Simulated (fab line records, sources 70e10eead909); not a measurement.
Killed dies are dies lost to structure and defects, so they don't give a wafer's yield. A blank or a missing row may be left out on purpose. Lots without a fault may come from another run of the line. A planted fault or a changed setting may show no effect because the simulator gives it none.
A struck lot beside a sound one | flow nand_harc | 13 steps out of a route of 1302
Sound: wafers L127.2, L127.3, L127.6. Struck: wafer L115.4. (L115.1, L115.3 of the same lot were not struck and are left out.) The cause comes at the end.
At each step with rows: each side's tool, then ch and its chambers, then its first start. Under that, the readings that differ: sound wafers | struck wafers | difference of the means | sigmas: that difference in standard deviations of wafers without a fault.
alike: readings whose means differ by less than 2 such deviations, and words and numbers that are the same on both sides. not compared: withheld readings, readings that some wafer has no value for, bounds like >300 that may hide the same value, and numbers for which the record gives no deviation and whose values overlap.
The two part at a step that has a row with sigmas, a row that says differs or no value, or rows on one side only. Numbers that don't overlap but have no deviation are shown without sigmas and don't part them. A reading that every wafer of one side lacks parts them only if that side has two wafers or more.

NHARC_A_CHANNEL_FILL_D1_STRIP_28: strips in O2, time 20 s.
  sound on rie_diel-13 ch 0,1,3, day 18 01:22; struck on rie_diel-08 ch 1, day 13 12:05
  alike: drypump_motor_current_A, o2_flow_sccm, oes_product_au, rf_vpp_V, showerhead_plenum_p_Torr, throttle_valve_pct
  not compared: rf_hours_counter_h
then, 4 steps without rows for these wafers: NHARC_A_CHANNEL_FILL_D1_PRECLEAN_21 (cleans in dHF, time 30 s); NHARC_A_CHANNEL_FILL_D1_SRD_23; NHARC_A_CHANNEL_FILL_D1_CVD_05 (deposits poly-Si, target thk 5 nm); NHARC_A_CHANNEL_FILL_D1_ANNEAL_22 (time 7200 s).
NHARC_A_CHANNEL_FILL_D1_ALD_25: deposits SiOx, target thk 60 nm, pulse time 10 s, ald cycles 600.
  sound on ald_hk-04 ch 0,1,3, day 18 14:53; struck on ald_hk-01 ch 0, day 14 00:23
  reading                    | sound             | struck | difference | sigmas
  precursor_pulse_height_rel | 1.003 1.025 1.019 | 0.956  | -0.060     | -3
  alike: heater_power_w
NHARC_A_CHANNEL_FILL_D1_ETCHBACK_08: etches the open film in C4F8, target depth 220 nm, time 110 s.
  sound on rie_diel-09 ch 1,2,3; struck on rie_diel-13 ch 3
  alike: oes_product_au, rf_vpp_V
  not compared: rf_hours_counter_h
NHARC_A_CHANNEL_FILL_D1_STRIP_29: strips in O2, time 20 s.
  sound on rie_diel-09 ch 0,2,3; struck on rie_diel-13 ch 0
  alike: drypump_motor_current_A, o2_flow_sccm, oes_product_au, rf_vpp_V, showerhead_plenum_p_Torr, throttle_valve_pct
  not compared: rf_hours_counter_h
then, 3 steps without rows for these wafers: NHARC_A_CHANNEL_FILL_D1_PRECLEAN_30 (cleans in dHF, time 30 s); NHARC_A_CHANNEL_FILL_D1_SRD_31; NHARC_A_CHANNEL_FILL_D1_CVD_09 (deposits poly-Si, target thk 150 nm, time 3000 s).
NHARC_A_CHANNEL_FILL_D1_CMP_10: polishes, target thk 150 nm.
  sound on cmp-02 ch 2,3, day 19 02:07; struck on cmp-02 ch 2, day 14 11:47
  reading                | sound          | struck | difference | sigmas
  time_to_endpoint_s (s) | 14.6 14.2 13.2 | 26.6   | +12.6      | +6
  alike: motor_current_A
  not compared: pad_life_wafers
-- the record jumps here: 14 days lie between the struck wafers' starts before and after (it left off in module A_CHANNEL_FILL_D1 and takes up again in module END, whose first step shown is number 1302 of the route) --
NHARC_END_SORT_01:
  sound on prober-02 ch 0, day 32 12:20; struck on prober-02 ch 0, day 28 19:36
  alike: killed_at_array, killed_at_other, killed_at_periphery, killed_dies, killed_open, killed_short

WHERE THEY PART
First at NHARC_A_CHANNEL_FILL_D1_ALD_25; last, within this record, at NHARC_A_CHANNEL_FILL_D1_CMP_10. Later steps at which nothing parts them and some readings are alike: NHARC_END_SORT_01.

WHY: what the simulator had put in
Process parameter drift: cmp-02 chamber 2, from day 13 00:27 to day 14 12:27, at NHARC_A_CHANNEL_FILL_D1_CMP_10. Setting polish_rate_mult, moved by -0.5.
